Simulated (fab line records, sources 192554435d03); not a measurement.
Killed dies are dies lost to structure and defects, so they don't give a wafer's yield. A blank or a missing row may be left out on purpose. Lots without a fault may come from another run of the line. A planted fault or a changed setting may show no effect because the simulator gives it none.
One fault seen from 2 desks | flow n5_finfet | each desk has only its own numbers; what lay behind them comes last

THE TOOL OWNER'S DESK: rie_si-06
The tool's own readings at N5_PMOS_HMC_CHANNEL_EPI_ETCH_38 (etches SiO2 in CF4, target depth 1.5 nm): means of the sampled wafers that have a number, for each lot that ran on this tool. A lot is out of limits, marked OUT, if its mean lies more than 4 standard deviations from the usual mean; the brackets give that distance.
Columns: A = bias_w at N5_PMOS_HMC_CHANNEL_EPI_ETCH_38, usual 400.1 W; B = drypump_motor_current_A at N5_PMOS_HMC_CHANNEL_EPI_ETCH_38, usual 5.8 A; C = oes_product_au at N5_PMOS_HMC_CHANNEL_EPI_ETCH_38, usual 1.002 a.u.; D = throttle_valve_pct at N5_PMOS_HMC_CHANNEL_EPI_ETCH_38, usual 21.73 %
lot  | first seen here | A                | B   | C     | D
L832 | day 1 23:41     | 400.1            | 5.8 | 0.970 | 22.01
L836 | day 3 00:10     | 393.3 (-6.8) OUT | 5.8 | 0.968 | 22.02
L851 | day 6 20:29     | 400.6            | 5.6 | 0.984 | 22.01
This desk's finding: out of limits on L836; first on L836, day 3 00:10 (bias_w at N5_PMOS_HMC_CHANNEL_EPI_ETCH_38). In limits: L832, L851.

THE METROLOGY DESK
What the gauges read, lot by lot, whatever tool the lot ran on: means of the sampled wafers that have a number. A lot is out of limits, marked OUT, if its mean lies more than 4 standard deviations from the usual mean; the brackets give that distance. Of its 10 readings 7 are shown: those that lie furthest out on some lot.
Columns: A = DIBL_P at N5_BEOL_M4_RC_MEAS_101, usual 36.2 mV/V; B = ION_N at N5_BEOL_M4_RC_MEAS_101, usual 675 uA/um; C = ION_P at N5_BEOL_M4_RC_MEAS_101, usual 463 uA/um; D = SS_N at N5_BEOL_M4_RC_MEAS_101, usual 71.4 mV/dec; E = SS_P at N5_BEOL_M4_RC_MEAS_101, usual 73.2 mV/dec; F = VT_N at N5_BEOL_M4_RC_MEAS_101, usual 250.2 mV; G = VT_P at N5_BEOL_M4_RC_MEAS_101, usual -251 mV
lot  | first seen here | A    | B   | C   | D    | E    | F     | G
L832 | day 9 05:26     | 36.8 | 686 | 469 | 72.2 | 73.6 | 247.7 | -248
L836 | day 11 22:34    | 38.7 | 681 | 463 | 71.4 | 73.6 | 249.9 | -251
L838 | day 12 05:21    | 36.4 | 668 | 455 | 71.7 | 73.0 | 251.7 | -253
L843 | day 13 12:22    | 37.4 | 662 | 454 | 72.3 | 72.8 | 250.8 | -251
L848 | day 14 18:20    | 34.5 | 662 | 454 | 71.0 | 73.3 | 252.2 | -254
L850 | day 15 04:00    | 33.5 | 668 | 462 | 70.7 | 72.6 | 255.1 | -252
L851 | day 15 06:22    | 37.1 | 675 | 461 | 71.4 | 72.8 | 247.9 | -250
L853 | day 15 08:19    | 35.9 | 676 | 471 | 71.4 | 73.4 | 249.6 | -246
L854 | day 15 11:02    | 37.1 | 673 | 461 | 71.7 | 73.2 | 251.0 | -251
This desk's finding: nothing out of limits on any of the 9 lots.

PUT TOGETHER
The tool owner's desk could have raised an alarm at day 3 00:10, on L836.
The metrology desk saw nothing out of limits.
The metrology desk has L836 on record, within its limits.
Of the lots named, all ran N5_PMOS_HMC_CHANNEL_EPI_ETCH_38 on rie_si-06.

WHAT THE SIMULATOR HAD PUT IN
Process parameter drift: rie_si-06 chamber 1, from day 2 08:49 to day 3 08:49, at N5_PMOS_HMC_CHANNEL_EPI_ETCH_38. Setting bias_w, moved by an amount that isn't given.
Lots struck among those shown: L836.
Hours from the fault's start to each desk's first reading out of limits: the tool owner's desk, 15.
